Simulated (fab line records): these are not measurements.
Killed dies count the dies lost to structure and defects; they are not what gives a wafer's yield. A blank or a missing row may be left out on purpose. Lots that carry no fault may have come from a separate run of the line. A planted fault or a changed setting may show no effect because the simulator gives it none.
Matching of chambers -- flow n5Finfet -- N5_BEOL_M5_CO_CAP_78 on cvdCo-02 has 3 sister chambers
The step material Co, precursor CCTBA/H2, target thk 2 nm, time 102.1 s. 39 wafers are shown with their chamber, then 12 later ones without.

WAFERS WITH THEIR CHAMBER
wafer,chamber,heaterPowerW (W)
L074.2,1,236
L074.4,2,267
L074.5,0,223
L077.2,1,235
L077.3,0,224
L077.6,2,272
L078.2,0,226
L078.3,1,235
L078.5,2,270
L079.1,0,226
L079.4,0,223
L079.6,2,262
L081.2,0,229
L081.3,1,236
L081.4,2,264
L082.1,1,228
L082.2,2,269
L082.4,2,260
L083.1,0,224
L083.3,2,257
L083.6,1,235
L085.4,2,259
L085.5,1,237
L085.6,0,227
L089.1,0,221
L089.3,2,266
L089.5,2,264
L090.3,2,260
L090.4,2,263
L090.6,0,222
L091.1,0,218
L091.3,2,261
L091.5,2,265
L093.1,2,272
L093.3,0,226
L093.4,1,239
L092.1,1,233
L092.2,0,230
L092.6,1,231

SIGNATURES (averages over the wafers above)
reading,chamber 0,chamber 1,chamber 2,scatter within a chamber
heaterPowerW,224.54,234.50,264.44,3.86
Rule: a wafer's distance from a chamber is the root of the sum, over the readings, of the square of ((its reading less the chamber's mean) divided by the reading's scatter). The wafer belongs to the nearest chamber; if the next one is less than 2 further off, it can't be placed. The scatter: the root of (the sum of the squares of (reading less its chamber's mean) over the shown wafers, divided by (wafers less chambers)).

WAFERS WITHOUT THEIR CHAMBER
wafer,heaterPowerW (W)
L094.1,237
L094.5,269
L094.6,239
L096.1,242
L096.2,272
L096.5,239
L095.2,239
L095.3,260
L095.5,239
L097.2,242
L097.3,266
L097.6,243

WHICH CHAMBER EACH ONE RAN IN
wafer,from the rows above,in truth
L094.1,1,1
L094.5,2,2
L094.6,1,1
L096.1,1,1
L096.2,2,2
L096.5,1,1
L095.2,1,1
L095.3,2,2
L095.5,1,1
L097.2,1,1
L097.3,2,2
L097.6,1,1
Correct placement for 12 of the 12. Not placeable from these rows: 0. Number placed wrongly: 0.
